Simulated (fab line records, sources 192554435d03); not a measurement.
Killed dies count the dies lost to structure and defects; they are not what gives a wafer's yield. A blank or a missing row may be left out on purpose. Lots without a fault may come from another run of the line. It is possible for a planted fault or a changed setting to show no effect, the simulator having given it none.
Lot-split experiment -- flow n5Finfet -- 21 wafers read across 7 lots, on a route 1938 steps long

== ABOUT THE SPLIT ==
At N5_BEOL_M4_TRENCH_ETCH_37 (etches SiOC in C4F6/O2, target depth 55.555 nm, time 29.2 s), the setting biasW was moved away from the recipe's 185 W on 8 of the 21 wafers read, by -13.6% to +8.2%. This setting was run at the recipe's value on the other wafers.

The split's own step is where the reading is taken.

== THE READING ==
rfVppV, in V, at N5_BEOL_M4_TRENCH_ETCH_37 (etches SiOC in C4F6/O2, target depth 55.555 nm, time 29.2 s). On this fab line, fault-free wafers typically give 667 V with a standard deviation of 7.3 V.

wafer,"tool, chamber at the split","biasW as run, W",against the recipe,"rfVppV, V",against lot-mates on the recipe
L077.2,"rieDiel-04, 3",185,recipe,668,-
L077.4,"rieDiel-04, 3",185,recipe,671,-
L077.6,"rieDiel-04, 0",185,recipe,676,-
L075.1,"rieDiel-04, 2",172.2,-6.9%,626,-43
L075.3,"rieDiel-04, 0",172.2,-6.9%,637,-32
L075.4,"rieDiel-04, 3",185,recipe,669,-
L084.1,"rieDiel-05, 2",167.1,-9.7%,613,-46
L084.2,"rieDiel-05, 1",185,recipe,659,-
L084.3,"rieDiel-05, 3",167.1,-9.7%,611,-48
L089.1,"rieDiel-01, 3",159.8,-13.6%,583,-99
L089.5,"rieDiel-01, 3",159.8,-13.6%,584,-98
L089.6,"rieDiel-01, 2",185,recipe,682,-
L088.2,"rieDiel-01, 0",185,recipe,672,-
L088.3,"rieDiel-01, 3",185,recipe,654,-
L088.6,"rieDiel-01, 2",185,recipe,679,-
L092.1,"rieDiel-05, 1",200.2,+8.2%,701,+41
L092.2,"rieDiel-05, 3",185,recipe,660,-
L092.3,"rieDiel-05, 0",200.2,+8.2%,714,+54
L091.1,"rieDiel-04, 3",185,recipe,668,-
L091.2,"rieDiel-04, 0",185,recipe,673,-
L091.3,"rieDiel-04, 1",185,recipe,668,-

FIT RESULTS
A straight line over all 21 wafers: rfVppV changes by +5.73 V for each +1% of biasW; r = +0.98; the points scatter about the line by 7.7 V.
The same after taking each lot's own level away (the mean of its wafers on the recipe; 21 wafers): +6.21 V for each +1%; r = +0.98; scatter 8.4 V.
According to that fit, moving biasW by its largest amount changes the reading by 85 V.
Across the lots, their own levels run from 659.0 to 682.0 V, a range of 3.2 times the standard deviation given above.
The two slopes are in agreement: the lot-to-lot level therefore moves the slope only a little.
Check: -79.9 V against its lot-mates is what the line predicts for one of the wafers moved furthest among these (-13.6%) when that wafer is left out of the fit. Against them it came out at -99 V.
Tool readings at the split's step, against how far the setting was moved: rfVppV r = +0.98.

== THESE WAFERS: OTHER SPLITS ==
These wafers also went through other splits before the reading. Each is held against what the fit with the lots' levels taken away leaves over:
other split on the same wafers,wafers away from the commonest value,r with rfVppV (lot level and that fit taken away)
N5_BEOL_M4_COAT_62 spinRpm,7,-0.19
N5_BEOL_M4_DESCUM_33 timeS,5,-0.25

== THE WHOLE CHAIN: every reading that the file lists as answering this split, in the file's order ==
step,what it does,reading,change (the file's fit),r (the file's)
N5_BEOL_M4_TRENCH_ETCH_37,"etches SiOC in C4F6/O2, target depth 55.555 nm, time 29.2 s",rfVppV,+6.2 V for each +1% of the setting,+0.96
N5_BEOL_M4_TRENCH_ETCH_37,"etches SiOC in C4F6/O2, target depth 55.555 nm, time 29.2 s","etch.depthNm (the simulator's own value, which no gauge read)",+0.246 nm for each +1% of the setting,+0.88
N5_BEOL_M4_TRENCH_ETCH_37,"etches SiOC in C4F6/O2, target depth 55.555 nm, time 29.2 s","BEOL_M4.featureDepthNm (the simulator's own value, which no gauge read)",+0.241 nm for each +1% of the setting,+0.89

== THE FILE'S OWN FIT ==
rfVppV changes by +6.2 V for each +1% of biasW, r = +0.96.
